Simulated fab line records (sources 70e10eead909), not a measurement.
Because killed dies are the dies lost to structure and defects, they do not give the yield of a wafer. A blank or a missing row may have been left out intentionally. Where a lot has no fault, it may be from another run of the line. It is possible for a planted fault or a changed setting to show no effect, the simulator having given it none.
Which tool was responsible? | flow nandHarc | 6 lots with 18 wafers sampled at 4 steps, on a route of 1302 steps

## WHAT EACH GAUGE READ, for each wafer
NHARC_THIN_TSV_CD_MEAS_16.
lot  | measured     | on       | cdNm (nm)
L818 | day 24 15:20 | cdSem-03 | 1000.6 999.7 998.4
L822 | day 27 04:34 | cdSem-03 | 1000.3 998.4 997.8
L828 | day 29 22:54 | cdSem-02 | 999.7 1002.3 1000.3
L834 | day 30 22:12 | cdSem-01 | 1001.7 1000.7 1002.5
L833 | day 31 16:01 | cdSem-01 | 998.7 1000.8 998.7
L837 | day 34 17:09 | cdSem-01 | 1000.4 1000.8 999.6

## EACH LOT AND THE TOOL THAT RAN IT (in order: tool; ch and the chambers of the sampled wafers; start)
lot  | NHARC_A_M1_PRE_CLEAN_32         | NHARC_A_BONDPAD_CMP_29        | NHARC_THIN_TSV_ETCH_44
L818 | pecvd-04 ch 0,1,2, day 23 21:07 | cmp-04 ch 2,3, day 23 22:17   | rieDiel-05 ch 0,3, day 24 14:40
L822 | pecvd-04 ch 0,1, day 26 10:15   | cmp-01 ch 0,1,2, day 26 11:19 | rieDiel-01 ch 0,2, day 27 03:53
L828 | pecvd-04 ch 0,1,2, day 29 06:38 | cmp-04 ch 0,1,2, day 29 07:58 | rieDiel-01 ch 0,1,2, day 29 22:11
L834 | pecvd-03 ch 0,2, day 30 04:17   | cmp-04 ch 0,1,2, day 30 05:26 | rieDiel-05 ch 2,3, day 30 21:29
L833 | pecvd-04 ch 0,1,2, day 30 22:15 | cmp-01 ch 0,1, day 30 23:18   | rieDiel-13 ch 0,3, day 31 15:17
L837 | pecvd-03 ch 0,1, day 33 22:01   | cmp-03 ch 1,2,3, day 33 23:06 | rieDiel-13 ch 0,2,3, day 34 16:26
- NHARC_A_M1_PRE_CLEAN_32: time 12 s.
- NHARC_A_BONDPAD_CMP_29: polishes SiCN, target thk 200 nm.
- NHARC_THIN_TSV_ETCH_44: etches the open film in CF4/O2, target depth 1594.2 nm, time 797.1 s.

## THE ANSWER, worked out from the rows above alone
Rule: usual is defined by the lots themselves. Put in order of their means at a reading, lots are off if they are a third of the lots or fewer, leave a main group of 4 or more, and stand apart from it by a gap of 3 or more times the standard deviation of the main group's means; of several such gaps the widest counts. Not used: any main group whose means are identical at the precision the tables above print for the reading. A lot without any number at a reading at which 4 lots or more have one is off too. The other lots that the step has rows for count as sound.
None of the lots is off at any reading shown; this tells nothing.

## WHAT THE SIMULATOR HAD INSERTED
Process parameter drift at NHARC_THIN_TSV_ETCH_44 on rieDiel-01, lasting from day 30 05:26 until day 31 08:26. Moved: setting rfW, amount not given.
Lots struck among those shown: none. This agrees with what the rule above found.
